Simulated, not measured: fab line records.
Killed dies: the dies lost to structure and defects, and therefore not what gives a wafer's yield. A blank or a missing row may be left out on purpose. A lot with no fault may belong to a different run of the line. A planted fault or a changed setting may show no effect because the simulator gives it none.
Split-lot experiment | flow n5_finfet | 21 wafers read from 7 lots, route of 1938 steps

== THE SPLIT ITSELF ==
At N5_ZERO_LAYER_PECVD_02 (deposits SiO2 from SiH4/N2O, target thk 10 nm, time 6 s), the setting time_s was moved away from the recipe's 6 s on 9 of the 21 wafers read, by -10.7% to +13.6%. The other wafers ran this setting at the recipe's value.

The reading comes from the split's own step.

== THE READING ==
SiO2_of_ZERO_LAYER_PECVD_02.thk_nm (the simulator's own value, which no gauge read), in nm, at N5_ZERO_LAYER_PECVD_02 (deposits SiO2 from SiH4/N2O, target thk 10 nm, time 6 s). No usual value for it is given in the file. Here, 12 wafers ran the recipe; their average is 10.101 nm with a standard deviation of 0.16 nm.

wafer  | tool, chamber at the split | time_s as run, s | against the recipe | SiO2_of_ZERO_LAYER_PECVD_02.thk_nm, nm | against lot-mates on the recipe
L074.1 | pecvd-01, 2                | 5.357            | -10.7%             | 8.96                                   | -1.335
L074.4 | pecvd-01, 1                | 6                | recipe             | 10.23                                  | -
L074.5 | pecvd-01, 2                | 6                | recipe             | 10.36                                  | -
L080.2 | pecvd-02, 0                | 6                | recipe             | 9.908                                  | -
L080.3 | pecvd-02, 1                | 6.815            | +13.6%             | 11.5                                   | +1.381
L080.6 | pecvd-02, 1                | 6                | recipe             | 10.33                                  | -
L088.1 | pecvd-02, 2                | 6.519            | +8.7%              | 10.84                                  | +0.660
L088.3 | pecvd-02, 0                | 6.519            | +8.7%              | 10.98                                  | +0.800
L088.4 | pecvd-02, 0                | 6                | recipe             | 10.18                                  | -
L089.2 | pecvd-01, 2                | 6.542            | +9.0%              | 10.85                                  | +0.863
L089.4 | pecvd-01, 2                | 6                | recipe             | 10.06                                  | -
L089.5 | pecvd-01, 1                | 6                | recipe             | 9.914                                  | -
L090.1 | pecvd-01, 0                | 6.61             | +10.2%             | 10.89                                  | +0.897
L090.4 | pecvd-01, 1                | 6                | recipe             | 9.993                                  | -
L090.6 | pecvd-01, 2                | 6.61             | +10.2%             | 11.1                                   | +1.107
L091.1 | pecvd-02, 1                | 6                | recipe             | 10.05                                  | -
L091.2 | pecvd-02, 2                | 6                | recipe             | 9.957                                  | -
L091.4 | pecvd-02, 1                | 6                | recipe             | 10.27                                  | -
L095.2 | pecvd-01, 2                | 6.246            | +4.1%              | 10.44                                  | +0.478
L095.4 | pecvd-01, 2                | 6.246            | +4.1%              | 10.61                                  | +0.648
L095.5 | pecvd-01, 1                | 6                | recipe             | 9.962                                  | -

FIT RESULTS
A straight line over all 21 wafers: SiO2_of_ZERO_LAYER_PECVD_02.thk_nm changes by +0.0967 nm for each +1% of time_s; r = +0.97; the points scatter about the line by 0.14 nm.
The same after taking each lot's own level away (the mean of its wafers on the recipe; 21 wafers): +0.103 nm for each +1%; r = +0.97; scatter 0.14 nm.
That fit puts the effect of the largest move of time_s on the reading at 1.4 nm.
Measured against the standard deviation above, the lots' own levels, which go from 9.9620 to 10.2950 nm, span 2.1 times it.
The two slopes are in agreement: the lot-to-lot level therefore moves the slope only a little.
Check: +1.38 nm against its lot-mates is what the line predicts for one of the wafers moved furthest among these (+13.6%) when that wafer is left out of the fit. It came out at +1.38 nm against them.

== FILE'S OWN FIT ==
SiO2_of_ZERO_LAYER_PECVD_02.thk_nm changes by +0.104 nm for each +1% of time_s, r = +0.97.
